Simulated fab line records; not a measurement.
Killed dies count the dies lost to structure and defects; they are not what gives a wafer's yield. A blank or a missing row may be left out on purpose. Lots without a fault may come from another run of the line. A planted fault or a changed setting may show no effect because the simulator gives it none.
Comparing a struck lot with a sound one / flow nand-harc / 15 out of 1302 route steps
Sound: the wafers L528.1, L528.5, L528.6. Struck: wafers L532.2, L532.5 (left out: L532.3, a lot-mate that was not struck); the cause follows at the end.
For every step that has rows: the tool of each side, followed by ch and its chambers, followed by its first start. Under that, the readings that differ: sound wafers / struck wafers / difference of the means / sigmas: that difference in standard deviations of wafers without a fault.
alike: same words and numbers on both sides, and readings whose means sit less than 2 such deviations apart. not compared: any withheld reading, any reading some wafer has no value for, any bound like >300 that may hide the same value, and any number with overlapping values for which the record gives no deviation.
A row with sigmas, a row that says differs or no value, or rows on one side alone: a step with any of these is where the two part. Numbers that don't overlap but have no deviation are shown without sigmas and don't part them. A reading that every wafer of one side lacks parts them only if that side has two wafers or more.

first, 1 step without rows for these wafers: NHARC_A_ONON_D1_DEP_06 (target thk 1000 nm).
NHARC_A_ONON_D1_THK_MEAS_08: measures by ellipsometry.
  struck on film-metro-02, day 11 06:25; sound on film-metro-02, day 9 13:08
  alike: thk-nm
after that, 1 step with no rows for these wafers: NHARC_A_ONON_D1_DEP_09 (target thk 1000 nm).
NHARC_A_ONON_D1_THK_MEAS_11: measures by ellipsometry.
  struck on film-metro-01, day 11 06:59; sound on film-metro-01, day 9 13:41
  alike: thk-nm
after that, 1 step with no rows for these wafers: NHARC_A_ONON_D1_DEP_12 (target thk 1000 nm).
NHARC_A_ONON_D1_THK_MEAS_14: measures by ellipsometry.
  struck on film-metro-01, day 11 07:33; sound on film-metro-02, day 9 14:16
  alike: thk-nm
then, 2 steps without rows for these wafers: NHARC_A_ONON_D1_ANNEAL_15 (time 3600 s); NHARC_A_ONON_D1_DEP_16 (target thk 1000 nm).
NHARC_A_ONON_D1_THK_MEAS_18: measures by ellipsometry.
  struck on film-metro-01, day 11 15:17; sound on film-metro-02, day 9 22:05
  alike: thk-nm
after that, 1 step with no rows for these wafers: NHARC_A_ONON_D1_DEP_19 (target thk 1000 nm).
NHARC_A_ONON_D1_THK_MEAS_21: measures by ellipsometry.
  struck on film-metro-01, day 11 15:51; sound on film-metro-02, day 9 22:39
  alike: thk-nm
NHARC_A_ONON_D1_DEP_22: target thk 1000 nm.
  sound on pecvd-onon-03 ch 0, day 9 22:42; struck on pecvd-onon-02 ch 0, day 11 15:58
  alike: n2o-flow-sccm
NHARC_A_ONON_D1_THK_MEAS_24: measures by ellipsometry.
  struck on film-metro-01, day 11 16:25; sound on film-metro-01, day 9 23:13
reading=thk-nm (nm); sound=1001 1003 1001; struck=1309 1308; difference=+307; sigmas=+26
after that, 1 step with no rows for these wafers: NHARC_A_ONON_D1_DEP_25 (target thk 1000 nm).
-- the record jumps here: 16 days lie between the struck wafers' starts before and after (it left off in module A_ONON_D1 and takes up again in module END, whose first step shown is number 1302 of the route) --
NHARC_END_SORT_01:
  here the record holds rows for the struck wafers (prober-02 ch 0, day 27 17:51) but none for the sound ones

== WHERE THEY PART ==
Earliest at NHARC_A_ONON_D1_THK_MEAS_24; latest, in this record, at NHARC_END_SORT_01.

WHY: what had been put in by the simulator
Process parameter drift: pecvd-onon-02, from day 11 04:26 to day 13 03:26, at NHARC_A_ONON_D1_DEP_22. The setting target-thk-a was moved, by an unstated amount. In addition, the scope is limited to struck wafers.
